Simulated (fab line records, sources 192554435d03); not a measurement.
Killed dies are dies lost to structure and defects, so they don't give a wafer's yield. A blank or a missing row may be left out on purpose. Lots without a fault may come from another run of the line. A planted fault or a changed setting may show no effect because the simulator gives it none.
Which tool did it? | flow n5_finfet | 9 lots, 26 wafers sampled, at 5 steps of a route of 1938

WHAT THE GAUGES READ, wafer by wafer
N5_BEOL_M13_THK_MEAS_01. Usual: M13_ILD_THK 839 nm, standard deviation 11.
lot  | measured     | on            | M13_ILD_THK (nm) | flag
L959 | day 11 01:12 | film_metro-02 | 844 840 859      |
L958 | day 11 01:28 | film_metro-02 | 834 834 844      |
L960 | day 11 09:17 | film_metro-01 | 830 853 832      |
L963 | day 12 10:53 | film_metro-02 | 835 838 856      |
L970 | day 14 09:59 | film_metro-02 | 839 1217 1231    | OFF
L972 | day 14 21:10 | film_metro-01 | 1201 1227        | OFF
L974 | day 14 21:58 | film_metro-01 | 1200 844 851     | OFF
L975 | day 15 05:52 | film_metro-01 | 835 841 844      |
L979 | day 16 04:32 | film_metro-02 | 837 844 855      |

N5_BEOL_M13_OVL_MEAS_11. Usual: V12_OVL 3 nm, standard deviation 5.3.
lot  | measured     | on         | V12_OVL (nm) | flag
L959 | day 11 01:39 | overlay-02 | 2 -3 5       |
L958 | day 11 01:48 | overlay-01 | -1 -3 0      |
L960 | day 11 09:44 | overlay-01 | 4 3 7        |
L963 | day 12 11:20 | overlay-01 | 7 4 -1       |
L970 | day 14 10:26 | overlay-02 | 9 8 0        |
L972 | day 14 21:30 | overlay-02 | 7 2          |
L974 | day 14 22:25 | overlay-01 | -1 6 5       |
L975 | day 15 06:19 | overlay-02 | 11 14 4      |
L979 | day 16 05:01 | overlay-01 | 5 2 -4       |

WHICH TOOL RAN EACH LOT (tool, then ch and the chambers of the sampled wafers, then the start)
lot  | N5_BEOL_M12_DEGAS_41         | N5_BEOL_M12_ANNEAL_48            | N5_BEOL_M13_ILD_DEP_00
L959 | pvd_sputter-01, day 10 23:44 | rtp_anneal-02 ch 0, day 11 00:14 | pecvd-04 ch 1,2, day 11 01:02
L958 | pvd_sputter-02, day 10 23:58 | rtp_anneal-02 ch 0, day 11 00:31 | pecvd-04 ch 0,1, day 11 01:19
L960 | pvd_sputter-01, day 11 07:50 | rtp_anneal-01 ch 0, day 11 08:23 | pecvd-04 ch 0,2, day 11 09:08
L963 | pvd_sputter-02, day 12 09:27 | rtp_anneal-01 ch 0, day 12 10:00 | pecvd-02 ch 0,1,2, day 12 10:44
L970 | pvd_sputter-02, day 14 08:22 | rtp_anneal-02 ch 0, day 14 09:02 | pecvd-02 ch 1,2, day 14 09:50
L972 | pvd_sputter-03, day 14 19:17 | rtp_anneal-01 ch 0, day 14 20:20 | pecvd-02 ch 1, day 14 21:01
L974 | pvd_sputter-01, day 14 20:32 | rtp_anneal-02 ch 0, day 14 21:07 | pecvd-02 ch 0,1, day 14 21:49
L975 | pvd_sputter-01, day 15 04:25 | rtp_anneal-02 ch 0, day 15 04:55 | pecvd-03 ch 0,1,2, day 15 05:42
L979 | pvd_sputter-02, day 16 03:06 | rtp_anneal-02 ch 0, day 16 03:36 | pecvd-04 ch 1,2, day 16 04:23
- N5_BEOL_M12_DEGAS_41: time 60 s.
- N5_BEOL_M12_ANNEAL_48: time 90 s.
- N5_BEOL_M13_ILD_DEP_00: deposits SiOC from DEMS/O2, target thk 837.92 nm, time 166.4 s.

WHAT THE TOOLS THEMSELVES READ (means of the sampled wafers that have a number; where no wafer has one, the mark that the record gives instead)
N5_BEOL_M12_DEGAS_41. Usual: heater_power_w 349 W, standard deviation 51.
lot  | tool           | heater_power_w (W) | flag
L959 | pvd_sputter-01 | 312                |
L958 | pvd_sputter-02 | 376                |
L960 | pvd_sputter-01 | 317                |
L963 | pvd_sputter-02 | 379                |
L970 | pvd_sputter-02 | 382                |
L972 | pvd_sputter-03 | 328                |
L974 | pvd_sputter-01 | 314                |
L975 | pvd_sputter-01 | 311                |
L979 | pvd_sputter-02 | 348                |

N5_BEOL_M12_ANNEAL_48. Usual: wafer_temp_C_max 225.87, standard deviation 0.23.
lot  | tool          | wafer_temp_C_max | flag
L959 | rtp_anneal-02 | 225.96           |
L958 | rtp_anneal-02 | 225.97           |
L960 | rtp_anneal-01 | 225.88           |
L963 | rtp_anneal-01 | 225.78           |
L970 | rtp_anneal-02 | 225.62           |
L972 | rtp_anneal-01 | 225.99           |
L974 | rtp_anneal-02 | 226.12           |
L975 | rtp_anneal-02 | 225.53           |
L979 | rtp_anneal-02 | 225.95           |

N5_BEOL_M13_ILD_DEP_00. Usual: heater_power_w 443 W, standard deviation 59; run_length_s 211.2 s, standard deviation 0.83; showerhead_plenum_p_Torr 5.693 Torr, standard deviation 0.012; showerhead_vpp_V 1385 V, standard deviation 57; throttle_valve_pct 11.8 %, standard deviation 0.66.
lot  | tool     | heater_power_w (W) | run_length_s (s) | showerhead_plenum_p_Torr (Torr) | showerhead_vpp_V (V) | throttle_valve_pct (%) | flag
L959 | pecvd-04 | 478                | 211.3            | 5.688                           | 1352                 | 11.6                   |
L958 | pecvd-04 | 428                | 210.2            | 5.690                           | 1436                 | 12.0                   |
L960 | pecvd-04 | 389                | 210.8            | 5.692                           | 1452                 | 11.7                   |
L963 | pecvd-02 | 463                | 211.0            | 5.698                           | 1389                 | 11.8                   |
L970 | pecvd-02 | 377                | 260.8            | 5.702                           | 1370                 | 11.5                   | OFF
L972 | pecvd-02 | 391                | 286.4            | 5.716                           | 1362                 | 11.9                   | OFF
L974 | pecvd-02 | 496                | 236.3            | 5.697                           | 1360                 | 12.3                   | OFF
L975 | pecvd-03 | 459                | 211.7            | 5.696                           | 1357                 | 11.9                   |
L979 | pecvd-04 | 476                | 211.3            | 5.690                           | 1351                 | 11.7                   |

THE ANSWER, worked out from the rows above alone
Rule: a lot is off if the mean of its wafers that have a number lies more than 3 standard deviations from the usual mean. A lot without any number at a reading at which 4 lots or more have one is off too. The other lots that the step has rows for count as sound. The gauges are gone through in route order, then the tools' own readings, and for those a lot's mean is taken as printed above. The first step at which some lot is off is used, and at that step the reading that is off furthest; a lot without a number counts as furthest.
Off: L970, L972, L974, at N5_BEOL_M13_THK_MEAS_01 (M13_ILD_THK).
A tool fits if, at a process step before that reading, it ran every lot that is off, and no sound lot after the first of them. The gauges at N5_BEOL_M13_THK_MEAS_01 aren't tried: what is off there is off at N5_BEOL_M13_ILD_DEP_00 too, on other tools, and a gauge's error can't cause that. One fits: pecvd-02 at N5_BEOL_M13_ILD_DEP_00. Its last sound lot is L963 (day 12 10:44), its first lot that is off L970 (day 14 09:50): a fault that began between those two fits.
The tool's own readings at N5_BEOL_M13_ILD_DEP_00 bear it out: on the lots that are off they differ by more than 5 times the standard deviation of the sound lots' means. run_length_s reads 261.2 s there against 211.1 s on the sound lots.

WHAT THE SIMULATOR HAD PUT IN
Process parameter drift: pecvd-02, from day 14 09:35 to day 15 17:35, at N5_BEOL_M13_ILD_DEP_00. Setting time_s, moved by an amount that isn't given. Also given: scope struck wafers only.
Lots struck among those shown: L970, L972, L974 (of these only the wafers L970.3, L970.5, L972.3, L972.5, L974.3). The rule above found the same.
